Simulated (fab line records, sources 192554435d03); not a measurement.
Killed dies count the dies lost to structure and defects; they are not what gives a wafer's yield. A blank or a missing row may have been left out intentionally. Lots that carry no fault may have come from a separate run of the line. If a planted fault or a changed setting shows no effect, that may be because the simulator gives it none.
What tool caused it? + flow n5_finfet + 9 lots with 27 wafers sampled at 5 steps, on a route of 1938 steps

## WHAT THE GAUGES READ, wafer by wafer
N5_WELL_APT_OVL_MEAS_09.
| lot  | measured    | on         | NWELL_OVL (nm) |
|------|-------------|------------|----------------|
| L529 | day 1 13:44 | overlay-01 | -10 1 -3       |
| L533 | day 2 13:50 | overlay-02 | -6 -2 -10      |
| L537 | day 3 13:52 | overlay-02 | -5 5 -4        |
| L538 | day 3 19:35 | overlay-02 | 6 1 8          |
| L539 | day 4 02:02 | overlay-01 | 2 0 -6         |
| L545 | day 5 13:56 | overlay-01 | 2 3 -5         |
| L546 | day 5 19:46 | overlay-02 | 9 8 0          |
| L547 | day 6 01:50 | overlay-02 | -6 -2 6        |
| L552 | day 7 07:43 | overlay-02 | 3 4 11         |

N5_WELL_APT_INSPECT_38: inspects for defects (darkfield).
| lot  | measured    | on                | raw_defect_count |
|------|-------------|-------------------|------------------|
| L529 | day 1 16:43 | defect_inspect-02 | 15 18 6          |
| L533 | day 2 17:26 | defect_inspect-02 | 16 12 6          |
| L537 | day 3 16:59 | defect_inspect-02 | 19 22 10         |
| L538 | day 3 22:47 | defect_inspect-01 | 14 11 11         |
| L539 | day 4 05:10 | defect_inspect-01 | 17 12 12         |
| L545 | day 5 17:22 | defect_inspect-02 | 20 15 21         |
| L546 | day 5 22:47 | defect_inspect-02 | 22 17 9          |
| L547 | day 6 05:26 | defect_inspect-01 | 14 14 15         |
| L552 | day 7 10:34 | defect_inspect-01 | 8 11 13          |

N5_BEOL_M4_RC_MEAS_101.
| lot  | measured     | on        | DIBL_N (mV/V)  | DIBL_P (mV/V)  | IOFF_N (nA/um)    | IOFF_P (nA/um)    | ION_N (uA/um) | ION_P (uA/um) | RS_PWELL (ohm/sq) | SS_N (mV/dec)  | SS_P (mV/dec)  | VT_N (mV)         | VT_P (mV)            |
|------|--------------|-----------|----------------|----------------|-------------------|-------------------|---------------|---------------|-------------------|----------------|----------------|-------------------|----------------------|
| L529 | day 8 00:16  | prober-01 | 35.0 35.3 35.6 | 35.5 34.7 35.7 | 0.131 0.128 0.131 | 0.174 0.170 0.179 | 674 664 665   | 456 452 456   | 3004 3019 2965    | 71.2 71.7 70.8 | 72.7 73.0 72.5 | 252.7 252.4 254.0 | -254.4 -255.1 -254.1 |
| L533 | day 9 11:14  | prober-01 | 35.1 36.8 36.6 | 35.5 37.4 37.1 | 0.132 0.159 0.158 | 0.191 0.221 0.216 | 675 679 679   | 465 471 464   | 2986 3004 3009    | 70.5 71.0 71.9 | 72.7 73.3 72.9 | 252.1 246.7 248.5 | -252.4 -248.8 -251.5 |
| L537 | day 9 14:26  | prober-02 | 36.2 36.6 36.2 | 35.7 35.6 35.8 | 0.148 0.154 0.151 | 0.186 0.178 0.182 | 673 675 677   | 457 456 467   | 2988 2992 3008    | 71.8 71.9 71.1 | 73.9 72.4 73.3 | 250.7 248.6 250.7 | -252.1 -251.9 -252.5 |
| L538 | day 9 19:16  | prober-02 | 35.4 36.5 36.2 | 35.4 36.8 35.5 | 0.140 0.175 0.159 | 0.180 0.203 0.186 | 663 685 661   | 451 465 450   | 3002 3002 3006    | 70.8 72.0 71.9 | 73.5 73.5 73.4 | 252.7 246.5 250.9 | -250.7 -250.9 -254.0 |
| L539 | day 9 23:08  | prober-02 | 35.7 37.5 35.7 | 34.6 36.7 34.4 | 0.132 0.153 0.135 | 0.177 0.205 0.174 | 668 664 659   | 458 458 456   | 3049 3017 3056    | 71.7 71.8 71.9 | 72.9 73.6 72.6 | 250.7 251.9 251.5 | -251.9 -251.3 -251.5 |
| L545 | day 11 15:38 | prober-01 | 36.5 38.0 36.4 | 35.7 37.5 35.4 | 0.142 0.169 0.138 | 0.199 0.228 0.196 | 665 666 658   | 454 463 456   | 3171 3208 3196    | 71.3 71.4 71.1 | 73.1 73.5 73.1 | 250.0 249.7 250.6 | -250.1 -248.1 -253.0 |
| L546 | day 12 04:47 | prober-02 | 35.6 36.8 36.5 | 35.9 37.1 37.8 | 0.151 0.173 0.172 | 0.179 0.206 0.214 | 665 666 678   | 455 455 463   | 3198 3212 3164    | 70.6 71.6 71.6 | 73.3 72.8 73.4 | 248.0 250.0 248.5 | -254.9 -251.5 -252.5 |
| L547 | day 12 07:06 | prober-01 | 37.3 37.6 36.7 | 38.0 38.4 36.6 | 0.173 0.181 0.157 | 0.249 0.255 0.226 | 690 685 674   | 471 480 466   | 3020 3019 3010    | 72.1 72.4 72.5 | 73.8 73.7 72.7 | 249.4 245.4 247.9 | -244.6 -244.6 -248.5 |
| L552 | day 13 18:34 | prober-02 | 36.6 37.6 36.7 | 39.0 40.5 38.5 | 0.183 0.208 0.187 | 0.210 0.230 0.207 | 688 697 686   | 469 462 462   | 2993 2979 2990    | 71.7 71.7 72.0 | 73.4 73.7 73.4 | 246.7 247.3 246.2 | -247.7 -248.8 -249.5 |

## EACH LOT AND THE TOOL THAT RAN IT (in order: tool; ch and the chambers of the sampled wafers; start)
| lot  | N5_ZERO_LAYER_DESCUM_16           | N5_WELL_APT_IMPLANT_31         |
|------|-----------------------------------|--------------------------------|
| L529 | rie_diel-05 ch 1,2, day 1 12:48   | implanter-01 ch 0, day 1 15:04 |
| L533 | rie_diel-01 ch 1,2,3, day 2 12:48 | implanter-02 ch 0, day 2 15:17 |
| L537 | rie_diel-01 ch 1,2, day 3 12:50   | implanter-02 ch 0, day 3 15:14 |
| L538 | rie_diel-05 ch 0,1,2, day 3 18:41 | implanter-01 ch 0, day 3 21:00 |
| L539 | rie_diel-01 ch 2,3, day 4 00:59   | implanter-01 ch 0, day 4 03:28 |
| L545 | rie_diel-01 ch 0,2,3, day 5 12:48 | implanter-01 ch 0, day 5 15:49 |
| L546 | rie_diel-03 ch 0,2,3, day 5 18:43 | implanter-01 ch 0, day 5 21:16 |
| L547 | rie_diel-03 ch 0,2,3, day 6 00:49 | implanter-02 ch 0, day 6 03:54 |
| L552 | rie_diel-01 ch 0,1, day 7 06:49   | implanter-02 ch 0, day 7 08:59 |
- N5_ZERO_LAYER_DESCUM_16: chemistry O2, time 7.9 s.
- N5_WELL_APT_IMPLANT_31

## AS READ BY THE TOOLS THEMSELVES (means over the sampled wafers that have a number; for cases with no such wafer, the mark the record gives instead)
N5_ZERO_LAYER_DESCUM_16.
| lot  | tool        | chamber_pressure_mTorr (mTorr) | drypump_motor_current_A (A) | oes_product_au (a.u.) | rf_vpp_V (V) | showerhead_plenum_p_Torr (Torr) | throttle_valve_pct (%) |
|------|-------------|--------------------------------|-----------------------------|-----------------------|--------------|---------------------------------|------------------------|
| L529 | rie_diel-05 | 20.014                         | 6.1                         | 0.72                  | 242.0        | 2.06                            | 20.61                  |
| L533 | rie_diel-01 | 20.001                         | 5.7                         | 0.72                  | 242.5        | 2.11                            | 20.49                  |
| L537 | rie_diel-01 | 20.010                         | 6.2                         | 0.73                  | 243.2        | 2.10                            | 20.61                  |
| L538 | rie_diel-05 | 20.001                         | 5.6                         | 0.80                  | 242.3        | 2.05                            | 20.44                  |
| L539 | rie_diel-01 | 19.997                         | 5.9                         | 0.75                  | 243.7        | 2.16                            | 20.52                  |
| L545 | rie_diel-01 | 20.005                         | 5.8                         | 0.71                  | 244.8        | 2.16                            | 20.53                  |
| L546 | rie_diel-03 | 19.987                         | 5.2                         | 0.76                  | 243.0        | 2.10                            | 20.30                  |
| L547 | rie_diel-03 | 19.990                         | 5.2                         | 0.75                  | 243.5        | 2.10                            | 20.30                  |
| L552 | rie_diel-01 | 19.981                         | 5.9                         | 0.85                  | 244.7        | 2.21                            | 20.35                  |

N5_WELL_APT_IMPLANT_31.
| lot  | tool         | beam_on_s (s) | dose_ions_cm2 | faraday_current_uA | tilt_deg (degrees) |
|------|--------------|---------------|---------------|--------------------|--------------------|
| L529 | implanter-01 | 9.98          | 1.5e+13       | 191                | 0.010              |
| L533 | implanter-02 | 10.00         | 1.5e+13       | 190                | 0.011              |
| L537 | implanter-02 | 9.94          | 1.5e+13       | 191                | -0.010             |
| L538 | implanter-01 | 9.93          | 1.5e+13       | 191                | -0.001             |
| L539 | implanter-01 | 10.12         | 1.5e+13       | 188                | 0.013              |
| L545 | implanter-01 | 10.01         | 1.4e+13       | 175                | 0.005              |
| L546 | implanter-01 | 9.93          | 1.4e+13       | 176                | -0.020             |
| L547 | implanter-02 | 9.99          | 1.5e+13       | 190                | 0.000              |
| L552 | implanter-02 | 9.93          | 1.5e+13       | 192                | -0.008             |

## THE ANSWER, worked out from the rows above alone
Rule: the usual values come from the lots themselves. Put in order of their means at a reading, lots are off if they are a third of the lots or fewer, leave a main group of 4 or more, and stand apart from it by a gap of 3 or more times the standard deviation of the main group's means; of several such gaps the widest counts. If all means in a main group match to the digits the tables above print for the reading, that group is not used. A lot without any number at a reading at which 4 lots or more have one is off too. The other lots that the step has rows for count as sound. First the gauges in route order, then the tools' own readings, where a lot's mean is used as printed above. The first step at which some lot is off is used, and at that step the reading that is off furthest; a lot without a number counts as furthest.
Off: L545, L546, at N5_BEOL_M4_RC_MEAS_101 (RS_PWELL). The main group has a mean of 3006 ohm/sq with a standard deviation of 16.
A tool fits if, at a process step before that reading, it ran every lot that is off, and no sound lot after the first of them. Not tried: the gauges at N5_BEOL_M4_RC_MEAS_101; whatever is off there is also off at N5_WELL_APT_IMPLANT_31, on other tools, and gauge error can't account for it. One candidate fits, namely implanter-01 at N5_WELL_APT_IMPLANT_31. Its last sound lot is L539 (day 4 03:28), its first lot that is off L545 (day 5 15:49): a fault that began between those two fits.
The tool's own readings at N5_WELL_APT_IMPLANT_31 bear it out: on the lots that are off they differ by more than 5 times the standard deviation of the sound lots' means. dose_ions_cm2 reads 1.4e+13 there against 1.5e+13 on the sound lots; faraday_current_uA reads 176 there against 190 on the sound lots.

## WHAT THE SIMULATOR HAD PUT IN
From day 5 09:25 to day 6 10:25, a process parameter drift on implanter-01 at N5_WELL_APT_IMPLANT_31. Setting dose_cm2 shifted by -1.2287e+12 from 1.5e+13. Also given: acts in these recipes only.
Shown lots that were struck: L545, L546. Same finding as the rule above.
